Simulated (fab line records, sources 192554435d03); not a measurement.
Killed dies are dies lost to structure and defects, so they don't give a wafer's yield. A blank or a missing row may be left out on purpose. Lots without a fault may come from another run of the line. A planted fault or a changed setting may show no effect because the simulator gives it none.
Problem report in the 8D (eight disciplines) form, filled by code | flow n5_finfet | the parts of the form that need people (team, actions taken, sign-off) are left out

1. THE PROBLEM
run_length_s at N5_BEOL_M2_CVD_47 reads a mean of 188.7 s on 2 wafers of 1 lot; wafers without a fault read 246.8 s with a standard deviation of 0.54. That is -99 or more standard deviations from the usual mean.
The step: deposits Co from CCTBA/H2, target thk 3 nm, time 223.8 s.
First seen on wafer L380.4, day 8 23:26, on cvd_co-01. The record holds 30 wafers of 10 lots with a number at this step. Rule for "out", or "out of limits": more than 4 standard deviations from the usual mean. The other wafers with a number count as sound.

2. WHAT IT IS AND WHAT IT IS NOT
question                    | is               | is not
which readings at this step | run_length_s     | -
which lots                  | L380             | L372, L374, L375, L376, L389, L391, L392, L394, L395
which wafers of those lots  | L380.4, L380.5   | L380.6
read on which tools         | cvd_co-01        | cvd_co-02
when                        | from day 8 23:26 | up to then (13 sound wafers); but 15 sound wafers of L389, L391, L392, L394, L395 came after

3. SUSPECTS, AND WHAT RULES EACH OUT
Counting: a tool at a process step up to the reading stays a suspect if it ran every lot that is out. Sound lots after the first of them don't rule it out here, since some wafers of a struck lot are sound.
- pvd_sputter-02 at N5_BEOL_M2_DEGAS_44 (time 60 s): kept. It ran the lot that is out, L380 (day 8 22:48); its last sound lot up to then is L376 (day 8 03:10).
- ald_metal-01 at N5_BEOL_M2_ALD_84 (deposits TaN, pulse time 2 s, purge time 3 s, co reactant purge time 2 s): kept. It ran the lot that is out, L380 (day 8 23:01); its last sound lot up to then is L376 (day 8 03:16).
- cvd_co-01 at N5_BEOL_M2_CVD_47 (deposits Co from CCTBA/H2, target thk 3 nm, time 223.8 s): kept. It ran the lot that is out, L380 (day 8 23:26); its last sound lot up to then is L375 (day 8 00:27). Its own readings are out on those wafers: run_length_s.
- Within cvd_co-01 at N5_BEOL_M2_CVD_47: the wafers that are out ran in chambers 1, 2; their sound lot-mates ran in chamber 0.
Left after counting: pvd_sputter-02 at N5_BEOL_M2_DEGAS_44, ald_metal-01 at N5_BEOL_M2_ALD_84, cvd_co-01 at N5_BEOL_M2_CVD_47.

4. THE CAUSE (what the simulator had put in)
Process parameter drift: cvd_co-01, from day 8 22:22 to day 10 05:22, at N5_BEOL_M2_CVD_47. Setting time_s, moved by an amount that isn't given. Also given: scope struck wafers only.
Counting left 3 suspects, and this tool is among them.

5. THE CHAIN OF EFFECTS, in route order
Each row: a reading whose mean over the struck wafers that have a number lies more than 3 standard deviations from the usual. Only readings for which the record gives a usual standard deviation are gone through. hours: the time from each lot's start at the first step in this table that gives one to its start at this step, as a median over the lots. sigmas: the change in usual standard deviations.
hours | step              | reading      | usual   | on struck wafers | change | sigmas
0     | N5_BEOL_M2_CVD_47 | run_length_s | 246.8 s | 188.7            | -58.1  | -99 or more
The process steps in it:
- N5_BEOL_M2_CVD_47: deposits Co from CCTBA/H2, target thk 3 nm, time 223.8 s.
Later measuring or inspecting steps at which every struck wafer that the step has a row for has a number for every such reading, and none has moved that far: N5_BEOL_M4_RC_MEAS_101.

6. WHAT WOULD HAVE CAUGHT IT SOONER
In this record the first reading out of limits was taken at day 8 23:26, 1 hour after the fault began at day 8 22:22.
